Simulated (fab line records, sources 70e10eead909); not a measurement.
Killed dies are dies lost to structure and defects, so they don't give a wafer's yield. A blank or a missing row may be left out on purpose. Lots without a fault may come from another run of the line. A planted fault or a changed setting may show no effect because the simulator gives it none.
Chamber matching | flow nand_harc | NHARC_A_WL_FILL_ALD_02 on ald_metal-03: 4 sister chambers
The step deposits TiN, target thk 2 nm, pulse time 3 s, ald cycles 100. 8 wafers are shown with their chamber, then 7 later ones without.

WAFERS WITH THEIR CHAMBER
wafer  | chamber | heater_power_w (W) | precursor_pulse_height_rel
L074.5 | 2       | 1244               | 0.984
L078.5 | 1       | 1312               | 0.997
L078.6 | 2       | 1242               | 0.979
L082.6 | 0       | 1398               | 1.008
L083.2 | 1       | 1320               | 1.013
L083.5 | 3       | 1214               | 0.992
L089.2 | 0       | 1456               | 1.009
L089.4 | 3       | 1164               | 0.978

WAFERS WITHOUT THEIR CHAMBER
wafer  | heater_power_w (W) | precursor_pulse_height_rel
L089.5 | 1134               | 0.987
L091.2 | 1260               | 0.996
L091.3 | 1132               | 1.037
L091.6 | 1274               | 1.022
L092.1 | 1154               | 0.969
L092.3 | 1283               | 1.008
L092.5 | 1177               | 1.001

WHICH CHAMBER EACH WENT THROUGH
wafer  | from the rows above          | in truth
L089.5 | 3                            | 3
L091.2 | can't be placed: 2 or 1 or 3 | 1
L091.3 | can't be placed: 3 or 1 or 2 | 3
L091.6 | 1                            | 1
L092.1 | can't be placed: 3 or 2      | 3
L092.3 | 1                            | 1
L092.5 | can't be placed: 3 or 2      | 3
Placed correctly: 3 of 7. Can't be placed from these rows: 4 (the true chamber is among the candidates in 4). Placed wrongly: 0.
How it was worked out, from the rows above alone: a wafer's distance from a chamber is the root of the sum, over the readings, of the square of ((its reading less the chamber's mean) divided by the reading's scatter). The wafer belongs to the nearest chamber; if the next one is less than 2 further off, it can't be placed. A chamber's mean is the mean of its shown wafers. The scatter: the root of (the sum of the squares of (reading less its chamber's mean) over the shown wafers, divided by (wafers less chambers)).
